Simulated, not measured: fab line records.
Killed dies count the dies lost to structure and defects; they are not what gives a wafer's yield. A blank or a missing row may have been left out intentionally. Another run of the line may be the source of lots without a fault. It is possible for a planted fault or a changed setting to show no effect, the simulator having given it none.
Chamber matching	flow n5_finfet	N5_BEOL_M6_DESCUM_33 on rie_diel-01: 3 sister chambers
The step chemistry O2, time 7 s. 6 wafers are shown with their chamber, then 5 later ones without.

== WAFERS PAIRED WITH THEIR CHAMBERS ==
wafer	chamber	throttle_valve_pct (%)	drypump_motor_current_A (A)
L076.6	0	20.33	5.9
L085.6	1	20.20	5.8
L089.4	2	20.56	5.7
L089.5	0	20.37	5.9
L088.1	2	20.55	5.7
L088.2	1	20.20	5.7

== WAFERS WITH NO CHAMBER GIVEN ==
wafer	throttle_valve_pct (%)	drypump_motor_current_A (A)
L088.3	20.37	5.9
L093.1	20.55	5.7
L093.2	20.22	5.8
L093.5	20.22	5.7
L094.5	20.41	5.9

== WHICH CHAMBER EACH ONE RAN IN ==
wafer	from the rows above	in truth
L088.3	0	0
L093.1	2	2
L093.2	1	1
L093.5	1	1
L094.5	0	0
Correctly placed: 5 of 5. Number that these rows cannot place: 0. Number placed wrongly: 0.
How it was worked out, from the rows above alone: a wafer's distance from a chamber is the root of the sum, over the readings, of the square of ((its reading less the chamber's mean) divided by the reading's scatter). The wafer belongs to the nearest chamber; if the next one is less than 2 further off, it can't be placed. Each chamber's mean is taken over the wafers shown for it. How the scatter is found: for the shown wafers, subtract from each reading the mean of its chamber, square and add these, divide the total by (wafers less chambers), then take the root.
